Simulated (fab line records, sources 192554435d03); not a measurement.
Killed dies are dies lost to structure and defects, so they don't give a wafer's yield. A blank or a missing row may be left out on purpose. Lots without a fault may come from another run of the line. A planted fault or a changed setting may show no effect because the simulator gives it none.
Chamber matching | flow n5_finfet | N5_BEOL_M9_DESCUM_33 on rie_diel-04: 4 sister chambers
The step chemistry O2, time 7 s. 8 wafers are shown with their chamber, then 10 later ones without.

WAFERS WITH THEIR CHAMBER
wafer  | chamber | drypump_motor_current_A (A) | throttle_valve_pct (%)
L075.3 | 3       | 5.9                         | 20.46
L077.3 | 0       | 5.3                         | 20.34
L079.4 | 1       | 6.2                         | 19.99
L084.3 | 1       | 6.3                         | 20.00
L084.4 | 2       | 4.9                         | 20.44
L084.6 | 0       | 5.3                         | 20.38
L085.1 | 2       | 4.9                         | 20.46
L085.3 | 3       | 5.9                         | 20.07

WAFERS WITHOUT THEIR CHAMBER
wafer  | drypump_motor_current_A (A) | throttle_valve_pct (%)
L085.5 | 6.3                         | 20.01
L088.1 | 6.3                         | 20.03
L088.2 | 5.3                         | 20.38
L088.5 | 4.9                         | 20.50
L090.1 | 4.9                         | 20.47
L090.4 | 5.9                         | 20.11
L090.5 | 6.3                         | 20.03
L094.3 | 5.9                         | 20.10
L094.4 | 6.3                         | 20.04
L094.6 | 5.3                         | 20.40

WHICH CHAMBER EACH WENT THROUGH
wafer  | from the rows above | in truth
L085.5 | 1                   | 1
L088.1 | 1                   | 1
L088.2 | 0                   | 0
L088.5 | 2                   | 2
L090.1 | 2                   | 2
L090.4 | 3                   | 3
L090.5 | 1                   | 1
L094.3 | 3                   | 3
L094.4 | 1                   | 1
L094.6 | 0                   | 0
Placed correctly: 10 of 10. Can't be placed from these rows: 0. Placed wrongly: 0.
How it was worked out, from the rows above alone: a wafer's distance from a chamber is the root of the sum, over the readings, of the square of ((its reading less the chamber's mean) divided by the reading's scatter). The wafer belongs to the nearest chamber; if the next one is less than 2 further off, it can't be placed. A chamber's mean is the mean of its shown wafers. The scatter: the root of (the sum of the squares of (reading less its chamber's mean) over the shown wafers, divided by (wafers less chambers)).
